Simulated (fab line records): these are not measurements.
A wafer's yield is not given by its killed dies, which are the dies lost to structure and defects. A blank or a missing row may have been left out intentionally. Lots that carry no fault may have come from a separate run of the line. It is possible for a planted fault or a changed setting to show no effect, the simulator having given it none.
Matching of chambers -- flow n5 finfet -- N5_DUMMY_GATE_DESCUM_20 on rie diel-01: 4 sister chambers
The step chemistry O2, time 6.2 s. 4 wafers are shown with their chamber, then 8 later ones without.

## EACH WAFER AND ITS CHAMBER
wafer,chamber,showerhead plenum p Torr (Torr)
L084.1,0,2.13
L086.2,2,2.12
L086.6,3,1.93
L088.3,1,2.19

## WAFERS WITHOUT THEIR CHAMBER
wafer,showerhead plenum p Torr (Torr)
L088.4,1.93
L088.6,1.93
L090.1,2.19
L090.5,2.13
L090.6,1.93
L097.4,2.18
L097.5,1.92
L097.6,2.11

## THE CHAMBER EACH PASSED THROUGH
wafer,from the rows above,in truth
L088.4,3,3
L088.6,3,3
L090.1,1,1
L090.5,can't be placed: 0 or 2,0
L090.6,3,3
L097.4,1,1
L097.5,3,3
L097.6,can't be placed: 2 or 0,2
Correctly placed: 6 of 8. From these rows, 2 cannot be placed; in 2 the true chamber is one of the candidates. Number placed wrongly: 0.
How it was worked out, from the rows above alone: a wafer's distance from a chamber is the root of the sum, over the readings, of the square of ((its reading less the chamber's mean) divided by the reading's scatter). If the next closest chamber is less than 2 further off than the closest, the wafer can't be placed; otherwise it belongs to the closest. The mean given for a chamber averages the wafers shown for that chamber. The scatter (one wafer shown for each chamber): square how far every hidden wafer sits from the nearest shown wafer, average those squares and take the square root.
